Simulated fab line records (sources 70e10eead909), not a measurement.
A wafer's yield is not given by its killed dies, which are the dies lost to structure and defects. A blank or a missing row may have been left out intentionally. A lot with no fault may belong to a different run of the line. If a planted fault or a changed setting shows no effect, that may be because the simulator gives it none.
fab line records | flow nand_harc
record lots=6 | wafers=18 | last_day=33
route steps=1302 shown P_M0@264
lots untouched by any fault: they come from a run of this same line in which no faults occurred
start_h: the number of hours between the record's first day and the start of the first shown wafer of the lot | wait_h: hours since the lot's step before | " as in the row above | L1.1+2: a row that stands for several wafers | - no value, or no start was given | * or withheld: withheld | < > ~ a bound
route shown NAME@n: a module of which the file shows steps, and the number in the route of the first | usual: the fault-free wafers' mean and standard deviation | same: alike in all rows | chamber/n: place in a boat | sites: readings site by site | _std_site: the values' standard deviation | _edge_site: inner sites' mean taken away from outer sites' mean | radius_mm: for every site, how far away it sits from the centre of the wafer | mask NAME#n: copy n | behind: the last tool/chamber to shape the wafer | hold: cause of the lot's hold/its duration in hours/its outcome | device: the transistor (n, p or np) that didn't switch | end of line: tests run on the same wafers once the route is complete | a step without rows: its recipe alone | killed: not the wafer's yield, but the dies lost to structure and defects at the first sort | map: shows each die of a wafer: x if killed, . if not, _ if none is there
set.NAME: setting as actually run; set.NAME@STEP: the setting as run at that earlier step | model.NAME: the simulator's own value behind a step, which no gauge read
lots at selected steps of the route; one table per step, one row per wafer
services: from which hour (start_h, from the record's first day; less than 0 if before it) a tool's chamber was out of use, for how many hours, and why
## steps
# step NHARC_P_M0_OVL_MEAS_10
# recipe pitch_nm=180
# usual overlay_x_nm=0.1/0.78 | overlay_y_nm=-0.1/1.1
lot.wafer | tool       | chamber | start_h | wait_h | overlay_x_nm | overlay_y_nm
L344.1    | overlay-02 | -       | 145.47  | -      | -0.1         | 0.6
L344.3    | "          | -       | "       | "      | 0.6          | 1.0
L344.5    | "          | -       | "       | "      | 0.7          | 0.5
L349.1    | overlay-02 | -       | 189.39  | -      | 0.7          | 0.0
L349.3    | "          | -       | "       | "      | 0.7          | 0.9
L349.5    | "          | -       | "       | "      | 0.8          | 0.4
L352.1    | overlay-02 | -       | 218.25  | -      | 0.3          | 1.9
L352.2    | "          | -       | "       | "      | 0.4          | 2.1
L352.6    | "          | -       | "       | "      | 0.0          | 2.2
L358.1    | overlay-01 | -       | 284.20  | -      | -0.6         | -1.3
L358.5    | "          | -       | "       | "      | -0.5         | -1.0
L358.6    | "          | -       | "       | "      | -0.4         | -0.6
L359.1    | overlay-01 | -       | 299.41  | -      | 1.2          | -1.2
L359.3    | "          | -       | "       | "      | 1.0          | -0.6
L359.5    | "          | -       | "       | "      | 1.5          | -0.7
L365.1    | overlay-01 | -       | 354.32  | -      | -0.8         | -0.1
L365.2    | "          | -       | "       | "      | 0.0          | -0.3
L365.6    | "          | -       | "       | "      | 0.0          | 0.0
# step NHARC_P_M0_INSPECT_11
# usual raw_defect_count=4.2/2.6
lot.wafer | tool              | chamber | start_h | wait_h | raw_defect_count
L344.1    | defect_inspect-02 | -       | 145.50  | 0.0    | 5
L344.3    | "                 | -       | "       | "      | 5
L344.5    | "                 | -       | "       | "      | 3
L349.1    | defect_inspect-01 | -       | 189.43  | 0.0    | 8
L349.3    | "                 | -       | "       | "      | 7
L349.5    | "                 | -       | "       | "      | 7
L352.1    | defect_inspect-01 | -       | 218.28  | 0.0    | 9
L352.2    | "                 | -       | "       | "      | 6
L352.6    | "                 | -       | "       | "      | 6
L358.1    | defect_inspect-01 | -       | 284.24  | 0.0    | 1
L358.5    | "                 | -       | "       | "      | 7
L358.6    | "                 | -       | "       | "      | 4
L359.1    | defect_inspect-02 | -       | 299.44  | 0.0    | 5
L359.3    | "                 | -       | "       | "      | 7
L359.5    | "                 | -       | "       | "      | 7
L365.1    | defect_inspect-01 | -       | 354.36  | 0.0    | 8
L365.2    | "                 | -       | "       | "      | 5
L365.6    | "                 | -       | "       | "      | 6
# step NHARC_P_M0_DESCUM_14
# recipe time_s=3 | o2_flow_sccm=200 | ar_flow_sccm=0 | bias_power_w=0 | chemistry=O2
# usual chamber_pressure_mTorr=60.01/0.056 | drypump_motor_current_A=5.8/0.45 | oes_product_au=1.002/0.01 | rf_vpp_V=57.9/0.9 | showerhead_plenum_p_Torr=1.89/0.073 | throttle_valve_pct=11.312/0.0088
lot.wafer | tool        | chamber | start_h | wait_h | chamber_pressure_mTorr | drypump_motor_current_A | oes_product_au | rf_hours_counter_h | rf_vpp_V | showerhead_plenum_p_Torr | throttle_valve_pct
L344.3    | rie_diel-13 | 2       | 145.56  | 0.1    | 59.99                  | 5.7                     | 0.991          | 48                 | 58.3     | 1.91                     | 11.321
L344.1    | "           | 3       | "       | "      | 60.02                  | 6.3                     | 0.996          | 48                 | 58.1     | 1.97                     | 11.317
L344.5    | "           | 2       | "       | "      | 60.10                  | 5.7                     | 1.001          | -                  | 57.5     | 1.91                     | 11.311
L349.1    | rie_diel-13 | 2       | 189.49  | 0.1    | 59.97                  | 5.7                     | 0.993          | 2                  | 58.7     | 1.91                     | 11.298
L349.3    | "           | 0       | "       | "      | 60.07                  | 5.4                     | 1.001          | 4                  | 58.3     | 1.98                     | 11.312
L349.5    | "           | 3       | "       | "      | 59.98                  | 6.4                     | 0.997          | -                  | 56.8     | 1.97                     | 11.303
L352.2    | rie_diel-12 | 2       | 218.36  | 0.1    | 60.00                  | 6.3                     | 1.011          | 20                 | 58.7     | 1.81                     | 11.304
L352.1    | "           | 3       | "       | "      | 59.98                  | 5.7                     | 1.001          | 19                 | 58.5     | 1.96                     | 11.303
L352.6    | "           | 0       | "       | "      | 60.01                  | 5.2                     | 1.015          | -                  | 57.1     | 1.82                     | 11.301
L358.1    | rie_diel-13 | 3       | 284.33  | 0.1    | 60.00                  | 6.3                     | 1.001          | 34                 | 58.4     | 1.96                     | 11.305
L358.5    | "           | 0       | "       | "      | 59.96                  | 5.4                     | 1.013          | -                  | 59.8     | 1.96                     | 11.304
L358.6    | "           | 1       | "       | "      | 59.98                  | 5.3                     | 0.997          | -                  | 59.9     | 2.05                     | 11.322
L359.3    | rie_diel-03 | 0       | 299.51  | 0.1    | 59.88                  | 6.4                     | 0.993          | 3                  | 58.8     | 1.80                     | 11.318
L359.1    | "           | 1       | "       | "      | 59.97                  | 5.1                     | 1.000          | 5                  | 57.1     | 1.91                     | 11.311
L359.5    | "           | 3       | "       | "      | 60.13                  | 6.0                     | 1.013          | -                  | 57.7     | 1.93                     | 11.315
L365.1    | rie_diel-03 | 2       | 354.43  | 0.1    | 59.93                  | 6.2                     | 1.018          | 25                 | 57.2     | 1.89                     | 11.306
L365.2    | "           | 3       | "       | "      | 59.91                  | 6.0                     | 1.015          | 21                 | 57.4     | 1.93                     | 11.312
L365.6    | "           | 1       | "       | "      | 59.95                  | 5.1                     | 0.995          | -                  | 57.0     | 1.90                     | 11.309
# step NHARC_P_M0_ETCH_34
# recipe target_depth_a=400 | overetch_a=120 | time_s=43.94 | ion_energy_ev=200 | n2_flow_sccm=150 | h2_flow_sccm=150 | ar_flow_sccm=0 | rf_w=400 | bias_w=150 | chemistry=N2/H2
# usual chamber_pressure_mTorr=29.998/0.03 | drypump_motor_current_A=5.8/0.44 | oes_product_au=1.000/0.01 | rf_vpp_V=430.0/2.3 | showerhead_plenum_p_Torr=2.02/0.082 | throttle_valve_pct=14.172/0.0088
lot.wafer | tool        | chamber | start_h | wait_h | chamber_pressure_mTorr | drypump_motor_current_A | oes_product_au | rf_hours_counter_h | rf_vpp_V | showerhead_plenum_p_Torr | throttle_valve_pct
L344.1    | rie_diel-13 | 1       | 145.65  | 0.1    | 30.019                 | 5.3                     | 0.976          | 48                 | 433.9    | 2.20                     | 14.174
L344.3    | "           | 0       | "       | "      | 29.997                 | 5.4                     | 0.983          | 48                 | 432.9    | 2.11                     | 14.157
L344.5    | "           | 1       | "       | "      | 29.984                 | 5.4                     | 0.975          | -                  | 435.9    | 2.20                     | 14.183
L349.3    | rie_diel-13 | 3       | 189.57  | 0.1    | 30.050                 | 6.3                     | 1.005          | 4                  | 431.4    | 2.10                     | 14.171
L349.1    | "           | 0       | "       | "      | 29.994                 | 5.4                     | 1.004          | 4                  | 432.2    | 2.11                     | 14.171
L349.5    | "           | 0       | "       | "      | 30.008                 | 5.4                     | 0.994          | -                  | 432.5    | 2.11                     | 14.176
L352.1    | rie_diel-12 | 1       | 218.43  | 0.1    | 29.993                 | 5.8                     | 1.001          | 19                 | 428.0    | 1.97                     | 14.174
L352.2    | "           | 0       | "       | "      | 30.009                 | 5.2                     | 1.008          | 18                 | 427.2    | 1.93                     | 14.164
L352.6    | "           | 2       | "       | "      | 30.008                 | 6.3                     | 1.010          | -                  | 426.8    | 1.93                     | 14.175
L358.1    | rie_diel-13 | 0       | 284.43  | 0.1    | 30.018                 | 5.4                     | 1.017          | 40                 | 432.2    | 2.09                     | 14.175
L358.6    | "           | 3       | "       | "      | 29.978                 | 6.3                     | 1.002          | -                  | 432.1    | 2.09                     | 14.174
L358.5    | "           | 0       | "       | "      | 29.965                 | 5.4                     | 1.012          | -                  | 432.3    | 2.10                     | 14.167
L359.3    | rie_diel-03 | 2       | 299.59  | 0.1    | 30.005                 | 6.2                     | 1.004          | 5                  | 429.8    | 2.02                     | 14.170
L359.1    | "           | 0       | "       | "      | 30.011                 | 6.4                     | 0.987          | 3                  | 428.3    | 1.92                     | 14.165
L359.5    | "           | 2       | "       | "      | 30.018                 | 6.2                     | 1.014          | -                  | 430.1    | 2.02                     | 14.166
L365.2    | rie_diel-03 | 1       | 354.51  | 0.1    | 29.967                 | 5.1                     | 0.994          | 31                 | 431.1    | 2.03                     | 14.180
L365.1    | "           | 2       | "       | "      | 30.003                 | 6.2                     | 1.003          | 25                 | 430.2    | 2.01                     | 14.180
L365.6    | "           | 1       | "       | "      | 29.971                 | 5.1                     | 0.984          | -                  | 430.3    | 2.03                     | 14.177
# step NHARC_P_M0_ETCH_15
# recipe target_depth_a=1500 | overetch_a=150 | time_s=82.5 | c4f8_flow_sccm=withheld | ar_flow_sccm=400 | rf_w=600 | bias_w=300 | chemistry=C4F8/Ar
# usual chamber_pressure_mTorr=25.000/0.021 | oes_product_au=0.959/0.021 | rf_vpp_V=440.3/2.4
lot.wafer | tool        | chamber | start_h | wait_h | chamber_pressure_mTorr | oes_product_au | rf_hours_counter_h | rf_vpp_V
L344.3    | rie_diel-13 | 2       | -       | -      | 25.007                 | 0.913          | 48                 | 442.8
L344.1    | "           | 3       | "       | "      | 25.021                 | 0.935          | 48                 | 443.6
L344.5    | "           | 2       | "       | "      | 24.983                 | 0.931          | -                  | 441.1
L349.1    | rie_diel-13 | 1       | -       | -      | 25.009                 | 0.961          | 4                  | 444.1
L349.3    | "           | 3       | "       | "      | 24.970                 | 0.969          | 4                  | 442.5
L349.5    | "           | 1       | "       | "      | 24.944                 | 0.965          | -                  | 445.2
L352.2    | rie_diel-12 | 1       | -       | -      | 25.009                 | 0.968          | 19                 | 438.4
L352.1    | "           | 3       | "       | "      | 25.012                 | 0.972          | 19                 | 441.3
L352.6    | "           | 0       | "       | "      | 25.005                 | 0.965          | -                  | 437.5
L358.1    | rie_diel-13 | 1       | -       | -      | 25.004                 | 0.917          | 33                 | 444.1
L358.5    | "           | 1       | "       | "      | 24.972                 | 0.908          | -                  | 444.1
L358.6    | "           | 2       | "       | "      | 24.995                 | 0.929          | -                  | 440.8
L359.3    | rie_diel-03 | 3       | -       | -      | 25.020                 | 0.963          | 3                  | 441.3
L359.1    | "           | 1       | "       | "      | 25.037                 | 0.977          | 5                  | 440.4
L359.5    | "           | 2       | "       | "      | 25.004                 | 0.988          | -                  | 439.8
L365.1    | rie_diel-03 | 3       | -       | -      | 25.020                 | 0.970          | 21                 | 440.6
L365.2    | "           | 1       | "       | "      | 24.985                 | 0.951          | 31                 | 440.5
L365.6    | "           | 2       | "       | "      | 25.011                 | 0.962          | -                  | 441.4
# step NHARC_P_M0_CD_MEAS_16
# usual cd_nm=90.0/0.9
lot.wafer | tool      | chamber | start_h | wait_h | cd_nm
L344.1    | cd_sem-02 | -       | 145.86  | -      | 90.4
L344.3    | "         | -       | "       | "      | 90.2
L344.5    | "         | -       | "       | "      | 90.8
L349.1    | cd_sem-01 | -       | 189.79  | -      | 91.3
L349.3    | "         | -       | "       | "      | 89.9
L349.5    | "         | -       | "       | "      | 90.0
L352.1    | cd_sem-02 | -       | 218.64  | -      | 89.7
L352.2    | "         | -       | "       | "      | 88.0
L352.6    | "         | -       | "       | "      | 89.8
L358.1    | cd_sem-03 | -       | 284.64  | -      | 89.7
L358.5    | "         | -       | "       | "      | 89.6
L358.6    | "         | -       | "       | "      | 89.4
L359.1    | cd_sem-02 | -       | 299.80  | -      | 90.5
L359.3    | "         | -       | "       | "      | 89.4
L359.5    | "         | -       | "       | "      | 89.9
L365.1    | cd_sem-01 | -       | 354.72  | -      | 90.4
L365.2    | "         | -       | "       | "      | 90.3
L365.6    | "         | -       | "       | "      | 89.5
# step NHARC_P_M0_STRIP_18
# recipe power_w=1000 | n2_flow_sccm=150 | h2_flow_sccm=150 | ar_flow_sccm=0 | bias_w=0 | chemistry=N2/H2
# step NHARC_P_M0_STRIP_19
# recipe time_s=600 | temp_c=30 | chemistry=post_etch_residue_remover
# step NHARC_P_M0_DEGAS_28
# recipe temp_c=250 | time_s=60
# usual heater_power_w=333/20
lot.wafer | tool           | chamber | start_h | wait_h | heater_power_w
L344.3    | pvd_sputter-02 | -       | 146.48  | -      | 360
L344.1    | "              | -       | "       | "      | 327
L344.5    | "              | -       | "       | "      | 321
L349.1    | pvd_sputter-02 | -       | 190.40  | -      | 321
L349.3    | "              | -       | "       | "      | 312
L349.5    | "              | -       | "       | "      | 335
L352.1    | pvd_sputter-01 | -       | 219.28  | -      | 327
L352.2    | "              | -       | "       | "      | 351
L352.6    | "              | -       | "       | "      | 327
L358.1    | pvd_sputter-03 | -       | 285.33  | -      | 325
L358.6    | "              | -       | "       | "      | 369
L358.5    | "              | -       | "       | "      | 337
L359.3    | pvd_sputter-02 | -       | 300.42  | -      | 318
L359.1    | "              | -       | "       | "      | 317
L359.5    | "              | -       | "       | "      | 312
L365.2    | pvd_sputter-02 | -       | 355.35  | -      | 346
L365.1    | "              | -       | "       | "      | 341
L365.6    | "              | -       | "       | "      | 345
# step NHARC_P_M0_PRE_CLEAN_29
# recipe time_s=30 | temp_c=280 | gas=H2/He
# step NHARC_P_M0_PVD_20
# recipe target_thk_a=50 | bias_v=168.6 | power_w=15000 | chamber_pressure_pa=0.12 | time_s=8.06 | substrate_temp_c=50 | material=TaN
# usual throttle_valve_pct=29.6/0.52
lot.wafer | tool           | chamber | start_h | wait_h | throttle_valve_pct
L344.1    | pvd_sputter-02 | -       | -       | -      | 29.7
L344.3    | "              | -       | "       | "      | 29.4
L344.5    | "              | -       | "       | "      | 28.5
L349.1    | pvd_sputter-02 | -       | -       | -      | 28.5
L349.3    | "              | -       | "       | "      | 30.1
L349.5    | "              | -       | "       | "      | 28.7
L352.1    | pvd_sputter-01 | -       | -       | -      | 29.6
L352.2    | "              | -       | "       | "      | 29.1
L352.6    | "              | -       | "       | "      | 29.7
L358.1    | pvd_sputter-03 | -       | -       | -      | 29.6
L358.6    | "              | -       | "       | "      | 29.3
L358.5    | "              | -       | "       | "      | 30.5
L359.3    | pvd_sputter-02 | -       | -       | -      | 30.0
L359.1    | "              | -       | "       | "      | 30.0
L359.5    | "              | -       | "       | "      | 30.0
L365.2    | pvd_sputter-02 | -       | -       | -      | 30.1
L365.1    | "              | -       | "       | "      | 29.9
L365.6    | "              | -       | "       | "      | 30.2
# step NHARC_P_M0_PVD_21
# recipe target_thk_a=300 | chamber_pressure_pa=5 | power_w=5000 | substrate_temp_c=30 | time_s=20.49 | material=Cu
# step NHARC_P_M0_ECD_22
# recipe target_thk_a=4000 | bath_temp_c=25 | material=Cu
# usual bath_heat_duty_pct=6.5/0.73 | bath_temp_c=24.99/0.099
lot.wafer | tool      | chamber | start_h | wait_h | bath_heat_duty_pct | bath_temp_c
L344.1    | ecd_cu-02 | 1       | 146.89  | -      | 6.3                | 25.04
L344.3    | "         | 0       | "       | "      | 8.2                | 24.92
L344.5    | "         | 0       | "       | "      | 7.3                | 25.02
L349.1    | ecd_cu-02 | 1       | 190.81  | -      | 6.8                | 24.99
L349.3    | "         | 0       | "       | "      | 7.8                | 25.11
L349.5    | "         | 1       | "       | "      | 6.0                | 25.03
L352.2    | ecd_cu-01 | 0       | 219.64  | -      | 6.2                | 25.04
L352.1    | "         | 1       | "       | "      | 6.7                | 24.84
L352.6    | "         | 0       | "       | "      | 6.2                | 24.89
L358.1    | ecd_cu-02 | 1       | 285.72  | -      | -                  | -
L358.6    | "         | 0       | "       | "      | -                  | -
L358.5    | "         | 1       | "       | "      | -                  | -
L359.1    | ecd_cu-01 | 0       | 300.78  | -      | -                  | -
L359.3    | "         | 0       | "       | "      | -                  | -
L359.5    | "         | 0       | "       | "      | -                  | -
L365.1    | ecd_cu-01 | 0       | 355.70  | -      | 6.1                | 25.00
L365.2    | "         | 1       | "       | "      | 5.8                | 24.82
L365.6    | "         | 1       | "       | "      | 6.4                | 25.04
# step NHARC_P_M0_ANNEAL_30
# recipe temp_c=225 | time_s=90
# step NHARC_P_M0_CMP_23
# recipe t_overpolish_s=20 | target_thk_nm=117.54
# usual motor_current_A=12.3/1 | time_to_endpoint_s=28.5/2.4
lot.wafer | tool   | chamber | start_h | wait_h | motor_current_A | time_to_endpoint_s
L344.1    | cmp-04 | 0       | 147.56  | -      | 10.2            | 26.0
L344.3    | "      | 1       | "       | "      | 12.5            | 28.2
L344.5    | "      | 1       | "       | "      | 11.1            | 28.7
L349.1    | cmp-02 | 2       | 191.50  | -      | 11.8            | 23.5
L349.3    | "      | 1       | "       | "      | 11.9            | 24.5
L349.5    | "      | 3       | "       | "      | 12.0            | 25.1
L352.1    | cmp-04 | 3       | 220.41  | -      | 12.1            | 33.5
L352.2    | "      | 0       | "       | "      | 10.5            | 29.7
L352.6    | "      | 1       | "       | "      | 11.4            | 29.6
L358.1    | cmp-04 | 2       | 286.38  | -      | 12.1            | 0.1
L358.5    | "      | 2       | "       | "      | 12.5            | 0.0
L358.6    | "      | 3       | "       | "      | 11.3            | 1.2
L359.3    | cmp-02 | 3       | 301.54  | -      | 11.7            | 3.6
L359.1    | "      | 0       | "       | "      | 13.1            | 2.4
L359.5    | "      | 2       | "       | "      | 11.7            | 0.2
L365.2    | cmp-04 | 0       | 356.45  | -      | 10.7            | 25.9
L365.1    | "      | 1       | "       | "      | 11.5            | 26.6
L365.6    | "      | 0       | "       | "      | 10.0            | 25.8
# step NHARC_P_M0_THK_MEAS_24
# recipe thk_meas_gauge=xrf
# usual thk_nm=117.4/1.7
lot.wafer | tool          | chamber | start_h | wait_h | thk_nm
L344.1    | film_metro-02 | -       | 147.87  | -      | 113.2
L344.3    | "             | -       | "       | "      | 114.9
L344.5    | "             | -       | "       | "      | 114.5
L349.1    | film_metro-02 | -       | 191.81  | -      | 116.2
L349.3    | "             | -       | "       | "      | 115.8
L349.5    | "             | -       | "       | "      | 117.2
L352.1    | film_metro-01 | -       | 220.67  | -      | 120.4
L352.2    | "             | -       | "       | "      | 114.7
L352.6    | "             | -       | "       | "      | 116.7
L358.1    | film_metro-01 | -       | 286.69  | -      | 30.4
L358.5    | "             | -       | "       | "      | 29.3
L358.6    | "             | -       | "       | "      | 30.0
L359.1    | film_metro-01 | -       | 301.82  | -      | 29.6
L359.3    | "             | -       | "       | "      | 28.9
L359.5    | "             | -       | "       | "      | 29.4
L365.1    | film_metro-02 | -       | 356.73  | -      | 116.0
L365.2    | "             | -       | "       | "      | 117.0
L365.6    | "             | -       | "       | "      | 115.0
# step NHARC_P_M0_SRD_25
## services
tool           | chamber | start_h | hours | kind
cmp-04         | -       | 122.90  | 0.7   | repair
ecd_cu-01      | -       | 152.15  | 0.9   | repair
cmp-04         | -       | 153.53  | 4.0   | pm
rie_diel-13    | 2       | 156.41  | 22.4  | repair
ecd_cu-01      | -       | 160.00  | 8.0   | pm
rie_diel-13    | -       | 165.01  | 9.0   | pm
cmp-04         | -       | 169.95  | 4.2   | repair
ecd_cu-02      | -       | 170.83  | 1.5   | repair
rie_diel-13    | 3       | 200.20  | 13.6  | repair
rie_diel-13    | -       | 202.49  | 0.5   | repair
rie_diel-12    | 0       | 236.41  | 7.9   | repair
rie_diel-03    | 0       | 237.81  | 4.4   | repair
ecd_cu-02      | -       | 244.00  | 8.0   | pm
cmp-04         | -       | 251.53  | 4.0   | pm
rie_diel-13    | 1       | 252.63  | 6.6   | repair
rie_diel-03    | 3       | 261.51  | 4.8   | repair
cmp-04         | -       | 276.57  | 4.8   | repair
rie_diel-03    | -       | 281.30  | 9.0   | pm
pvd_sputter-02 | -       | 282.00  | 10.0  | pm
rie_diel-13    | 1       | 296.16  | 4.5   | repair
cmp-04         | -       | 300.47  | 0.4   | repair
cmp-04         | -       | 323.74  | 6.1   | repair
rie_diel-13    | -       | 342.01  | 9.0   | pm
cmp-04         | -       | 349.53  | 4.0   | pm
## key
first_sign step=NHARC_P_M0_ECD_22 | reading=tool_record | direction=missing
effect step=NHARC_P_M0_CMP_23 | reading=time_to_endpoint_s | direction=down | sigmas=11 | usual=* | struck=*
effect step=NHARC_P_M0_THK_MEAS_24 | reading=thk_nm | direction=down | sigmas=53 | usual=117.4 | struck=29.6
met_at NHARC_P_M0_ECD_22
struck_wafers L358.1,L358.5,L358.6,L359.1,L359.3,L359.5
later_rows_left_out L358.1,L358.5,L358.6,L359.1,L359.3,L359.5
sort_left_out L358.1,L358.5,L358.6,L359.1,L359.3,L359.5
onset_between 219.64 285.72
fault kind=skipped_step_whole | tool=ecd_cu-01,ecd_cu-02 | chamber=- | onset_h=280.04 | steps=NHARC_P_M0_ECD_22 | scope=struck_lots_only
# sort_left_out: the simulated sort isn't trusted on such a fault, so these wafers' sort isn't shown, and their yield isn't known
# later_rows_left_out: the simulator's readings of these wafers behind a module that went badly wrong aren't trusted and aren't shown, but for the sort
